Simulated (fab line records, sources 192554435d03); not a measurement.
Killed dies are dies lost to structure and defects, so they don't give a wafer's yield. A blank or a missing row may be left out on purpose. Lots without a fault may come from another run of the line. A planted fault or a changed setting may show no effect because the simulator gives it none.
Chamber matching | flow n5_finfet | N5_MOL_CONTACT_COAG_ALD_20 on ald_metal-03: 4 sister chambers
The step deposits TiN, target thk 1.5 nm, pulse time 1 s, purge time 3 s. 16 wafers are shown with their chamber, then 8 later ones without.

WAFERS WITH THEIR CHAMBER
wafer  | chamber | heater_power_w (W) | precursor_pulse_height_rel
L491.2 | 2       | 836                | 1.022
L491.4 | 1       | 886                | 1.022
L491.5 | 1       | 886                | 0.978
L492.1 | 0       | 887                | 1.009
L492.4 | 1       | 927                | 0.996
L492.6 | 3       | 852                | 1.028
L498.2 | 0       | 894                | 0.992
L498.3 | 3       | 829                | 1.064
L498.5 | 2       | 813                | 1.007
L499.1 | 3       | 827                | 1.006
L499.5 | 3       | 853                | 1.001
L499.6 | 2       | 811                | 1.009
L508.2 | 1       | 899                | 0.991
L508.4 | 0       | 891                | 1.004
L510.2 | 3       | 852                | 0.984
L510.3 | 1       | 888                | 0.966

SIGNATURES (means of the wafers above)
reading                    | chamber 0 | chamber 1 | chamber 2 | chamber 3 | scatter within a chamber
heater_power_w             | 890.67    | 897.20    | 820.00    | 842.60    | 14
precursor_pulse_height_rel | 1.00167   | 0.99060   | 1.01267   | 1.01660   | 0.0221
Rule: a wafer's distance from a chamber is the root of the sum, over the readings, of the square of ((its reading less the chamber's mean) divided by the reading's scatter). The wafer belongs to the nearest chamber; if the next one is less than 2 further off, it can't be placed. The scatter: the root of (the sum of the squares of (reading less its chamber's mean) over the shown wafers, divided by (wafers less chambers)).

WAFERS WITHOUT THEIR CHAMBER
wafer  | heater_power_w (W) | precursor_pulse_height_rel
L510.4 | 803                | 0.997
L511.4 | 842                | 1.006
L511.6 | 828                | 0.991
L513.1 | 880                | 0.983
L513.2 | 905                | 0.985
L513.6 | 888                | 0.983
L514.1 | 826                | 0.963
L514.6 | 911                | 1.049

WHICH CHAMBER EACH WENT THROUGH
wafer  | from the rows above          | in truth
L510.4 | can't be placed: 2 or 3      | 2
L511.4 | can't be placed: 3 or 2      | 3
L511.6 | can't be placed: 2 or 3      | 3
L513.1 | can't be placed: 0 or 1 or 3 | 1
L513.2 | can't be placed: 1 or 0      | 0
L513.6 | can't be placed: 1 or 0      | 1
L514.1 | can't be placed: 2 or 3      | 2
L514.6 | can't be placed: 0 or 1      | 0
Placed correctly: 0 of 8. Can't be placed from these rows: 8 (the true chamber is among the candidates in 8). Placed wrongly: 0.
